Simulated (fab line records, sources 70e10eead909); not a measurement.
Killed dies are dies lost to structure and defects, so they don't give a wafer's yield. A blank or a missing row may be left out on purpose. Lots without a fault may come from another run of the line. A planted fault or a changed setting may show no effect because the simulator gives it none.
Which tool did it? | flow nand_harc | 24 lots, 72 wafers sampled, at 4 steps of a route of 1302

WHAT THE GAUGES READ, wafer by wafer
NHARC_A_CHANNEL_HOLE_D1_CD_MEAS_18. Usual: cd_nm 99.8 nm, standard deviation 2.1.
lot  | measured     | on        | cd_nm (nm)        | flag
L075 | day 8 19:58  | cd_sem-01 | 102.1 99.4 98.8   |
L074 | day 8 20:41  | cd_sem-01 | 98.9 98.3 97.1    |
L076 | day 9 12:54  | cd_sem-03 | 99.1 100.3 103.1  |
L077 | day 9 16:29  | cd_sem-01 | 105.0 103.8 97.4  |
L078 | day 10 01:18 | cd_sem-01 | 97.1 98.3 101.9   |
L079 | day 10 15:56 | cd_sem-03 | 98.5 99.1 96.4    |
L080 | day 11 04:41 | cd_sem-03 | 98.9 97.5 99.4    |
L081 | day 11 13:38 | cd_sem-01 | 100.1 97.8 98.3   |
L082 | day 12 07:50 | cd_sem-01 | 98.3 101.5 101.9  |
L083 | day 12 09:46 | cd_sem-02 | 101.6 101.1 102.6 |
L085 | day 12 21:49 | cd_sem-02 | 97.9 100.7 97.4   |
L084 | day 13 00:20 | cd_sem-02 | 95.6 97.6 96.8    |
L086 | day 13 08:23 | cd_sem-02 | 97.5 100.0 100.1  |
L089 | day 14 09:50 | cd_sem-01 | 103.3 102.1 97.4  |
L088 | day 14 10:44 | cd_sem-02 | 101.6 97.9 101.0  |
L087 | day 14 11:26 | cd_sem-02 | 103.7 102.0 99.0  |
L090 | day 15 02:31 | cd_sem-02 | 99.3 98.2 101.7   |
L091 | day 15 14:46 | cd_sem-01 | 98.0 98.3 98.0    |
L092 | day 16 10:46 | cd_sem-03 | 97.5 97.7 97.5    |
L093 | day 16 13:03 | cd_sem-01 | 101.1 99.5 103.5  |
L094 | day 16 21:07 | cd_sem-02 | 105.7 100.7 101.2 |
L096 | day 17 08:56 | cd_sem-03 | 104.6 98.5 100.7  |
L095 | day 17 10:02 | cd_sem-02 | 99.8 101.3 100.4  |
L097 | day 18 02:55 | cd_sem-02 | 98.6 99.4 101.7   |

NHARC_A_CHANNEL_HOLE_D2_INSPECT_40. Usual: raw_defect_count 298, standard deviation 75.
lot  | measured     | on                | raw_defect_count | flag
L075 | day 13 11:04 | defect_inspect-01 | 447 453 558      |
L074 | day 13 11:39 | defect_inspect-01 | 206 269 229      |
L076 | day 14 09:44 | defect_inspect-01 | 323 301 387      |
L077 | day 14 11:32 | defect_inspect-02 | 377 388 386      |
L078 | day 14 20:43 | defect_inspect-02 | 231 295 290      |
L079 | day 16 09:14 | defect_inspect-01 | 297 257 280      |
L080 | day 16 05:22 | defect_inspect-02 | 362 335 328      |
L081 | day 16 05:05 | defect_inspect-01 | 352 257 330      |
L082 | day 17 13:35 | defect_inspect-01 | 346 190 346      |
L083 | day 17 09:25 | defect_inspect-01 | 299 212 206      |
L085 | day 17 23:33 | defect_inspect-02 | 193 163 254      |
L084 | day 18 01:43 | defect_inspect-02 | 288 416 289      |
L086 | day 18 05:53 | defect_inspect-01 | 221 284 285      |
L089 | day 19 03:40 | defect_inspect-02 | 341 264 327      |
L088 | day 19 03:30 | defect_inspect-01 | 297 207 340      |
L087 | day 19 07:40 | defect_inspect-01 | 331 408 355      |
L090 | day 19 23:55 | defect_inspect-02 | 250 334 283      |
L091 | day 20 08:54 | defect_inspect-02 | 263 266 323      |
L092 | day 21 09:55 | defect_inspect-01 | 356 297 309      |
L093 | day 21 05:41 | defect_inspect-02 | 212 262 383      |
L094 | day 21 20:06 | defect_inspect-02 | 234 394 302      |
L096 | day 22 21:21 | defect_inspect-02 | 192 230 276      |
L095 | day 22 17:11 | defect_inspect-02 | 170 250 480      |
L097 | day 23 08:58 | defect_inspect-01 | 207 260 289      |

WHICH TOOL RAN EACH LOT (tool, then ch and the chambers of the sampled wafers, then the start)
lot  | NHARC_A_CHANNEL_HOLE_D1_ETCH_19  | NHARC_A_CHANNEL_HOLE_D2_ETCH_16
L075 | har_etch-02 ch 0,1, day 8 20:04  | rie_diel-11 ch 0,2, day 13 11:04 or earlier
L074 | har_etch-01 ch 0,1, day 8 20:46  | rie_diel-10 ch 0,2, day 13 11:39 or earlier
L076 | har_etch-02 ch 1, day 9 15:11    | rie_diel-11 ch 0,2, day 14 09:44 or earlier
L077 | har_etch-01 ch 0,1, day 9 19:19  | rie_diel-06 ch 0,2,3, day 14 11:32 or earlier
L078 | har_etch-01 ch 0,1, day 10 03:39 | rie_diel-06 ch 1,2,3, day 14 20:43 or earlier
L079 | har_etch-02 ch 0, day 10 16:01   | rie_diel-06 ch 1,2, day 16 09:14 or earlier
L080 | har_etch-02 ch 0,1, day 11 04:46 | rie_diel-10 ch 0,1,2, day 16 05:22 or earlier
L081 | har_etch-02 ch 0,1, day 11 13:53 | rie_diel-11 ch 0,2,3, day 16 05:05 or earlier
L082 | har_etch-02 ch 0,1, day 12 07:54 | rie_diel-11 ch 1,2,3, day 17 13:35 or earlier
L083 | har_etch-01 ch 0,1, day 12 11:45 | rie_diel-06 ch 0,2, day 17 09:25 or earlier
L085 | har_etch-01 ch 0,1, day 12 21:55 | rie_diel-11 ch 1,2, day 17 23:33 or earlier
L084 | har_etch-02 ch 0,1, day 13 00:25 | rie_diel-10 ch 0,1,3, day 18 01:43 or earlier
L086 | har_etch-01 ch 0,1, day 13 09:32 | rie_diel-11 ch 0,1,2, day 18 05:53 or earlier
L089 | har_etch-02 ch 0,1, day 14 09:54 | rie_diel-11 ch 0,1,2, day 19 03:40 or earlier
L088 | har_etch-01 ch 0,1, day 14 10:49 | rie_diel-10 ch 1,2,3, day 19 03:30 or earlier
L087 | har_etch-02 ch 0, day 14 14:04   | rie_diel-06 ch 0,1,2, day 19 07:40 or earlier
L090 | har_etch-02 ch 0, day 15 02:35   | rie_diel-10 ch 0,3, day 19 23:55 or earlier
L091 | har_etch-01 ch 0,1, day 15 14:52 | rie_diel-11 ch 1,2,3, day 20 08:54 or earlier
L092 | har_etch-02 ch 0,1, day 16 12:35 | rie_diel-11 ch 0,3, day 21 09:55 or earlier
L093 | har_etch-01 ch 0,1, day 16 15:37 | rie_diel-10 ch 0,1,3, day 21 05:41 or earlier
L094 | har_etch-01 ch 0,1, day 16 23:32 | rie_diel-11 ch 0,2, day 21 20:06 or earlier
L096 | har_etch-02 ch 0,1, day 17 13:32 | rie_diel-10 ch 0,1,3, day 22 21:21 or earlier
L095 | har_etch-01 ch 0,1, day 17 15:56 | rie_diel-06 ch 0,1, day 22 17:11 or earlier
L097 | har_etch-01 ch 0,1, day 18 04:22 | rie_diel-06 ch 0,1,2, day 23 08:58 or earlier
- NHARC_A_CHANNEL_HOLE_D1_ETCH_19: etches the open film in C4F8/O2/Ar, time 34.5 s.
- NHARC_A_CHANNEL_HOLE_D2_ETCH_16: etches the open film in O2/COS, target depth 3100 nm, time 806 s.

WHAT THE TOOLS THEMSELVES READ (means of the sampled wafers that have a number; where no wafer has one, the mark that the record gives instead)
NHARC_A_CHANNEL_HOLE_D1_ETCH_19. Usual: drypump_motor_current_A 5.4 A, standard deviation 0.51; oes_air_line_au 0.998 a.u., standard deviation 0.019; showerhead_plenum_p_Torr 3.66 Torr, standard deviation 0.13; throttle_valve_pct 37.037 %, standard deviation 0.0095.
lot  | tool        | drypump_motor_current_A (A) | oes_air_line_au (a.u.) | showerhead_plenum_p_Torr (Torr) | throttle_valve_pct (%) | flag
L075 | har_etch-02 | 5.0                         | 0.958                  | 3.71                            | 37.033                 |
L074 | har_etch-01 | 5.9                         | 1.001                  | 3.69                            | 37.040                 |
L076 | har_etch-02 | 4.9                         | 0.994                  | 3.49                            | 37.038                 |
L077 | har_etch-01 | 6.0                         | 1.012                  | 3.73                            | 37.041                 |
L078 | har_etch-01 | 5.9                         | 0.997                  | 3.72                            | 37.032                 |
L079 | har_etch-02 | 5.0                         | 0.975                  | 3.80                            | 37.035                 |
L080 | har_etch-02 | 5.0                         | 0.992                  | 3.69                            | 37.042                 |
L081 | har_etch-02 | 5.0                         | 0.984                  | 3.69                            | 37.041                 |
L082 | har_etch-02 | 4.9                         | 1.023                  | 3.58                            | 37.044                 |
L083 | har_etch-01 | 6.0                         | 1.011                  | 3.71                            | 37.043                 |
L085 | har_etch-01 | 5.9                         | 1.026                  | 3.70                            | 37.033                 |
L084 | har_etch-02 | 4.9                         | 0.994                  | 3.57                            | 37.052                 |
L086 | har_etch-01 | 5.9                         | 1.010                  | 3.70                            | 37.043                 |
L089 | har_etch-02 | 5.0                         | 1.011                  | 3.67                            | 37.032                 |
L088 | har_etch-01 | 5.9                         | 1.002                  | 3.65                            | 37.037                 |
L087 | har_etch-02 | 5.0                         | 0.986                  | 3.77                            | 37.030                 |
L090 | har_etch-02 | 5.0                         | 0.972                  | 3.77                            | 37.034                 |
L091 | har_etch-01 | 5.9                         | 1.016                  | 3.64                            | 37.039                 |
L092 | har_etch-02 | 4.9                         | 1.001                  | 3.55                            | 37.035                 |
L093 | har_etch-01 | 6.0                         | 1.006                  | 3.68                            | 37.042                 |
L094 | har_etch-01 | 5.9                         | 0.999                  | 3.63                            | 37.044                 |
L096 | har_etch-02 | 4.9                         | 1.012                  | 3.83                            | 37.043                 |
L095 | har_etch-01 | 5.9                         | 0.991                  | 3.62                            | 37.040                 |
L097 | har_etch-01 | 5.9                         | 0.993                  | 3.61                            | 37.036                 |

NHARC_A_CHANNEL_HOLE_D2_ETCH_16. Usual: drypump_motor_current_A 5.7 A, standard deviation 0.46; oes_product_au 1.002 a.u., standard deviation 0.012; rf_vpp_V 315.2 V, standard deviation 1.8; showerhead_plenum_p_Torr 3.20 Torr, standard deviation 0.11; throttle_valve_pct 28.329 %, standard deviation 0.0092.
lot  | tool        | drypump_motor_current_A (A) | oes_product_au (a.u.) | rf_vpp_V (V) | showerhead_plenum_p_Torr (Torr) | throttle_valve_pct (%) | flag
L075 | rie_diel-11 | 5.9                         | 1.008                 | 316.9        | 3.28                            | 28.329                 |
L074 | rie_diel-10 | 5.9                         | 0.998                 | 312.7        | 3.03                            | 28.325                 |
L076 | rie_diel-11 | 5.9                         | 1.008                 | 317.2        | 3.28                            | 28.326                 |
L077 | rie_diel-06 | 5.5                         | 0.996                 | 315.0        | 3.18                            | 28.333                 |
L078 | rie_diel-06 | 5.6                         | 0.984                 | 314.4        | 3.19                            | 28.323                 |
L079 | rie_diel-06 | 5.8                         | 0.988                 | 314.7        | 3.15                            | 28.330                 |
L080 | rie_diel-10 | 6.0                         | 0.993                 | 312.7        | 3.06                            | 28.325                 |
L081 | rie_diel-11 | 5.8                         | 1.012                 | 316.3        | 3.29                            | 28.330                 |
L082 | rie_diel-11 | 5.5                         | 1.015                 | 314.7        | 3.24                            | 28.329                 |
L083 | rie_diel-06 | 5.7                         | 1.001                 | 315.0        | 3.14                            | 28.329                 |
L085 | rie_diel-11 | 5.2                         | 0.991                 | 315.3        | 3.16                            | 28.333                 |
L084 | rie_diel-10 | 6.1                         | 1.013                 | 314.9        | 3.18                            | 28.329                 |
L086 | rie_diel-11 | 5.4                         | 0.994                 | 315.4        | 3.20                            | 28.325                 |
L089 | rie_diel-11 | 5.4                         | 1.000                 | 315.7        | 3.20                            | 28.337                 |
L088 | rie_diel-10 | 5.9                         | 1.009                 | 313.3        | 3.08                            | 28.333                 |
L087 | rie_diel-06 | 5.6                         | 1.002                 | 314.3        | 3.19                            | 28.331                 |
L090 | rie_diel-10 | 6.3                         | 1.008                 | 315.8        | 3.24                            | 28.328                 |
L091 | rie_diel-11 | 5.5                         | 0.994                 | 315.7        | 3.24                            | 28.325                 |
L092 | rie_diel-11 | 5.5                         | 0.994                 | 316.2        | 3.24                            | 28.341                 |
L093 | rie_diel-10 | 6.1                         | 1.001                 | 315.4        | 3.18                            | 28.330                 |
L094 | rie_diel-11 | 5.9                         | 1.001                 | 315.9        | 3.27                            | 28.338                 |
L096 | rie_diel-10 | 6.1                         | 1.016                 | 314.9        | 3.17                            | 28.336                 |
L095 | rie_diel-06 | 5.4                         | 0.993                 | 316.3        | 3.25                            | 28.330                 |
L097 | rie_diel-06 | 5.6                         | 1.004                 | 315.5        | 3.19                            | 28.339                 |

THE ANSWER, worked out from the rows above alone
Rule: a lot is off if the mean of its wafers that have a number lies more than 3 standard deviations from the usual mean. A lot without any number at a reading at which 4 lots or more have one is off too. The other lots that the step has rows for count as sound. The gauges are gone through in route order, then the tools' own readings, and for those a lot's mean is taken as printed above. The first step at which some lot is off is used, and at that step the reading that is off furthest; a lot without a number counts as furthest.
No lot is off at any reading shown: from this, nothing can be told.

WHAT THE SIMULATOR HAD PUT IN
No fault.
